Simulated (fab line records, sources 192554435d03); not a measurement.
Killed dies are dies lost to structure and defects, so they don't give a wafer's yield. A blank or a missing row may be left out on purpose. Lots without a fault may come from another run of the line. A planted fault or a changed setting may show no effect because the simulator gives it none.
Which tool did it? | flow n5_finfet | 10 lots, 30 wafers sampled, at 5 steps of a route of 1938

WHAT THE GAUGES READ, wafer by wafer
N5_WELL_APT_INSPECT_10: inspects for defects (macro).
lot  | measured    | on                | raw_defect_count
L839 | day 1 19:44 | defect_inspect-02 | 5 3 1
L840 | day 2 01:45 | defect_inspect-01 | 4 2 0
L841 | day 2 07:52 | defect_inspect-02 | 1 3 2
L842 | day 2 14:47 | defect_inspect-02 | 0 4 3
L844 | day 3 01:44 | defect_inspect-01 | 3 3 4
L845 | day 3 07:53 | defect_inspect-01 | 2 2 3
L847 | day 3 19:58 | defect_inspect-02 | 4 2 1
L852 | day 5 01:52 | defect_inspect-01 | 2 2 3
L854 | day 5 14:54 | defect_inspect-01 | 2 0 2
L860 | day 7 01:43 | defect_inspect-02 | 4 2 2

N5_BEOL_M4_RC_MEAS_101.
lot  | measured     | on        | CJ_N           | DIBL_N (mV/V)  | DIBL_P (mV/V)  | IOFF_N (nA/um)    | IOFF_P (nA/um)    | ION_N (uA/um) | ION_P (uA/um) | SS_N (mV/dec)  | SS_P (mV/dec)  | VT_N (mV)         | VT_P (mV)
L839 | day 9 00:26  | prober-01 | 4.40 4.45 4.47 | 36.7 35.8 35.3 | 38.0 37.4 36.7 | 0.175 0.163 0.156 | 0.212 0.192 0.185 | 683 692 680   | 463 462 461   | 72.8 72.6 72.0 | 73.2 72.9 72.8 | 251.0 249.6 250.9 | -252.0 -252.6 -254.4
L840 | day 8 23:56  | prober-02 | 4.45 4.36 4.37 | 34.7 35.5 35.3 | 34.2 35.7 34.9 | 0.138 0.151 0.144 | 0.192 0.212 0.207 | 671 678 673   | 461 464 460   | 71.9 71.5 71.2 | 73.5 73.1 73.0 | 247.8 248.7 247.1 | -249.0 -249.7 -249.5
L841 | day 9 06:34  | prober-01 | 4.40 4.43 4.40 | 36.0 34.9 37.7 | 32.6 31.8 34.9 | 0.124 0.118 0.149 | 0.196 0.184 0.226 | 663 667 677   | 462 457 468   | 71.8 70.7 71.3 | 72.6 72.6 73.8 | 254.1 252.7 250.1 | -248.2 -249.2 -246.0
L842 | day 9 07:11  | prober-02 | 4.37 4.38 4.34 | 35.7 35.0 35.7 | 36.7 35.6 37.1 | 0.159 0.147 0.171 | 0.223 0.202 0.229 | 679 667 686   | 466 464 463   | 72.1 71.3 71.1 | 73.0 72.2 72.8 | 247.3 246.3 245.7 | -249.0 -247.8 -248.5
L844 | day 9 23:45  | prober-02 | 4.37 4.37 4.33 | 36.8 34.2 36.4 | 37.3 34.0 37.8 | 0.168 0.117 0.171 | 0.235 0.185 0.241 | 688 671 680   | 473 464 470   | 71.8 70.6 72.0 | 74.4 73.1 73.7 | 249.5 252.3 249.9 | -250.4 -251.4 -248.4
L845 | day 10 09:29 | prober-02 | 4.39 4.31 4.42 | 36.6 36.0 33.9 | 37.1 37.2 34.4 | 0.160 0.155 0.123 | 0.233 0.227 0.188 | 679 671 679   | 465 467 468   | 71.1 71.5 71.0 | 72.5 73.1 72.1 | 248.2 247.8 251.9 | -248.4 -247.3 -248.1
L847 | day 10 14:46 | prober-02 | 4.31 4.35 4.39 | 37.4 35.9 35.4 | 36.9 35.8 34.2 | 0.174 0.151 0.139 | 0.204 0.184 0.163 | 678 673 669   | 457 455 452   | 71.3 71.7 71.7 | 72.9 72.6 72.9 | 247.5 249.7 251.3 | -251.8 -251.9 -254.3
L852 | day 12 02:23 | prober-02 | 4.82 4.77 4.75 | 34.6 36.7 35.1 | 35.6 38.5 36.8 | 0.133 0.159 0.149 | 0.187 0.233 0.212 | 668 662 669   | 458 461 464   | 71.6 71.8 71.2 | 72.2 73.4 73.0 | 251.1 249.9 247.3 | -250.8 -249.8 -251.7
L854 | day 12 05:37 | prober-02 | 4.75 4.80 4.80 | 34.3 34.1 34.4 | 35.1 34.7 34.9 | 0.128 0.120 0.124 | 0.181 0.163 0.170 | 668 656 658   | 459 454 455   | 71.3 70.8 71.2 | 72.5 72.5 72.5 | 252.4 254.1 255.0 | -254.1 -255.6 -256.3
L860 | day 14 04:25 | prober-02 | 4.37 4.40 4.38 | 36.5 36.4 36.7 | 34.4 34.3 34.6 | 0.165 0.173 0.174 | 0.203 0.205 0.209 | 681 680 670   | 463 457 466   | 71.1 71.3 71.8 | 74.1 72.7 73.6 | 247.6 247.0 247.0 | -251.2 -249.2 -248.4

WHICH TOOL RAN EACH LOT (tool, then ch and the chambers of the sampled wafers, then the start)
lot  | N5_ZERO_LAYER_ETCH_18           | N5_WELL_APT_IMPLANT_32         | N5_WELL_APT_RTA_34
L839 | rie_si-03 ch 0,2,3, day 1 18:55 | implanter-01 ch 0, day 1 21:23 | rtp_anneal-01 ch 0, day 1 21:52
L840 | rie_si-03 ch 1,3, day 2 00:48   | implanter-01 ch 0, day 2 03:21 | rtp_anneal-02 ch 0, day 2 03:55
L841 | rie_si-03 ch 0,2,3, day 2 06:55 | implanter-01 ch 0, day 2 09:29 | rtp_anneal-01 ch 0, day 2 09:59
L842 | rie_si-03 ch 0,2,3, day 2 13:13 | implanter-01 ch 0, day 2 16:29 | rtp_anneal-01 ch 0, day 2 16:56
L844 | rie_si-06 ch 2,3, day 3 00:47   | implanter-02 ch 0, day 3 03:25 | rtp_anneal-02 ch 0, day 3 03:53
L845 | rie_si-03 ch 0,2,3, day 3 06:56 | implanter-02 ch 0, day 3 10:13 | rtp_anneal-01 ch 0, day 3 10:42
L847 | rie_si-03 ch 0,1, day 3 19:08   | implanter-02 ch 0, day 3 21:35 | rtp_anneal-02 ch 0, day 3 22:05
L852 | rie_si-04 ch 0,1,3, day 5 00:55 | implanter-01 ch 0, day 5 03:28 | rtp_anneal-01 ch 0, day 5 03:56
L854 | rie_si-03 ch 1,2,3, day 5 13:57 | implanter-01 ch 0, day 5 16:28 | rtp_anneal-01 ch 0, day 5 16:56
L860 | rie_si-04 ch 1,3, day 7 00:52   | implanter-02 ch 0, day 7 03:22 | rtp_anneal-02 ch 0, day 7 03:56
- N5_ZERO_LAYER_ETCH_18: etches Si in HBr/Cl2, target depth 120 nm, time 40 s.
- N5_WELL_APT_IMPLANT_32
- N5_WELL_APT_RTA_34: time 10 s.

WHAT THE TOOLS THEMSELVES READ (means of the sampled wafers that have a number; where no wafer has one, the mark that the record gives instead)
N5_ZERO_LAYER_ETCH_18.
lot  | tool      | drypump_motor_current_A (A) | oes_product_au (a.u.) | throttle_valve_pct (%)
L839 | rie_si-03 | 6.0                         | 1.010                 | 36.39
L840 | rie_si-03 | 6.1                         | 1.002                 | 36.52
L841 | rie_si-03 | 6.0                         | 1.021                 | 36.41
L842 | rie_si-03 | 6.0                         | 1.016                 | 36.39
L844 | rie_si-06 | 5.9                         | 1.013                 | 36.13
L845 | rie_si-03 | 6.0                         | 1.012                 | 36.39
L847 | rie_si-03 | 5.6                         | 1.016                 | 36.77
L852 | rie_si-04 | 5.4                         | 1.007                 | 36.36
L854 | rie_si-03 | 6.0                         | 1.011                 | 36.40
L860 | rie_si-04 | 5.7                         | 1.006                 | 36.43

N5_WELL_APT_IMPLANT_32.
lot  | tool         | dose_ions_cm2 | faraday_current_uA
L839 | implanter-01 | 2.0006e+13    | 257
L840 | implanter-01 | 2.0019e+13    | 253
L841 | implanter-01 | 2.0021e+13    | 254
L842 | implanter-01 | 2.0015e+13    | 263
L844 | implanter-02 | 2.0001e+13    | 256
L845 | implanter-02 | 1.9989e+13    | 257
L847 | implanter-02 | 1.9993e+13    | 254
L852 | implanter-01 | 2.4252e+13    | 309
L854 | implanter-01 | 2.4237e+13    | 301
L860 | implanter-02 | 1.9991e+13    | 253

N5_WELL_APT_RTA_34.
lot  | tool          | lamp_power_pct (%) | wafer_temp_C_max
L839 | rtp_anneal-01 | 12.95              | 1004.5
L840 | rtp_anneal-02 | 13.04              | 1004.3
L841 | rtp_anneal-01 | 13.01              | 1003.1
L842 | rtp_anneal-01 | 13.00              | 1003.2
L844 | rtp_anneal-02 | 13.05              | 1003.4
L845 | rtp_anneal-01 | 13.01              | 1003.1
L847 | rtp_anneal-02 | 13.01              | 1002.8
L852 | rtp_anneal-01 | 13.01              | 1004.3
L854 | rtp_anneal-01 | 13.03              | 1003.9
L860 | rtp_anneal-02 | 13.00              | 1003.4

THE ANSWER, worked out from the rows above alone
Rule: what is usual is taken from the lots themselves. Put in order of their means at a reading, lots are off if they are a third of the lots or fewer, leave a main group of 4 or more, and stand apart from it by a gap of 3 or more times the standard deviation of the main group's means; of several such gaps the widest counts. A main group whose means are all the same, to the digits that the tables above print for the reading, isn't used. A lot without any number at a reading at which 4 lots or more have one is off too. The other lots that the step has rows for count as sound. The gauges are gone through in route order, then the tools' own readings, and for those a lot's mean is taken as printed above. The first step at which some lot is off is used, and at that step the reading that is off furthest; a lot without a number counts as furthest.
Off: L852, L854, at N5_BEOL_M4_RC_MEAS_101 (CJ_N). The main group: mean 4.38, standard deviation 0.028.
A tool fits if, at a process step before that reading, it ran every lot that is off, and no sound lot after the first of them. The gauges at N5_BEOL_M4_RC_MEAS_101 aren't tried: what is off there is off at N5_WELL_APT_IMPLANT_32 too, on other tools, and a gauge's error can't cause that. Can't be told from this: 2 tools fit, implanter-01 at N5_WELL_APT_IMPLANT_32, rtp_anneal-01 at N5_WELL_APT_RTA_34.

WHAT THE SIMULATOR HAD PUT IN
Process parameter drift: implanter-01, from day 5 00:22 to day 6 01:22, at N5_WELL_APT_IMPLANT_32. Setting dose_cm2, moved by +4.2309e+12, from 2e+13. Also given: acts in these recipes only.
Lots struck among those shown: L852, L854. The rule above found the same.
